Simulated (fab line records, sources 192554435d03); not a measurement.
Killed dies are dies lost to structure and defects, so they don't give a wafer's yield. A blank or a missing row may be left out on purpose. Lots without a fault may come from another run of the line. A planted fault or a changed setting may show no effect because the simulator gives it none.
Chamber matching | flow n5_finfet | N5_BEOL_M11_CURE_71 on uv_cure-03: 3 sister chambers
The step cures SiCOH lowk, time 240 s. 3 wafers are shown with their chamber, then 7 later ones without.

WAFERS WITH THEIR CHAMBER
wafer  | chamber | wafer_temp_C_max
L074.6 | 0       | 387.5
L076.5 | 2       | 386.4
L085.3 | 1       | 387.8

WAFERS WITHOUT THEIR CHAMBER
wafer  | wafer_temp_C_max
L085.6 | 387.7
L088.3 | 386.1
L088.4 | 386.7
L088.6 | 386.4
L092.1 | 387.1
L092.2 | 387.0
L092.5 | 387.7

WHICH CHAMBER EACH WENT THROUGH
wafer  | from the rows above          | in truth
L085.6 | can't be placed: 1 or 0      | 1
L088.3 | 2                            | 2
L088.4 | can't be placed: 2 or 0      | 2
L088.6 | 2                            | 2
L092.1 | can't be placed: 0 or 1 or 2 | 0
L092.2 | can't be placed: 0 or 2 or 1 | 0
L092.5 | can't be placed: 1 or 0      | 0
Placed correctly: 2 of 7. Can't be placed from these rows: 5 (the true chamber is among the candidates in 5). Placed wrongly: 0.
How it was worked out, from the rows above alone: a wafer's distance from a chamber is the root of the sum, over the readings, of the square of ((its reading less the chamber's mean) divided by the reading's scatter). The wafer belongs to the nearest chamber; if the next one is less than 2 further off, it can't be placed. A chamber's mean is the mean of its shown wafers. The scatter: with one shown wafer a chamber, the root of the mean of the squares of how far each hidden wafer lies from its nearest shown one.
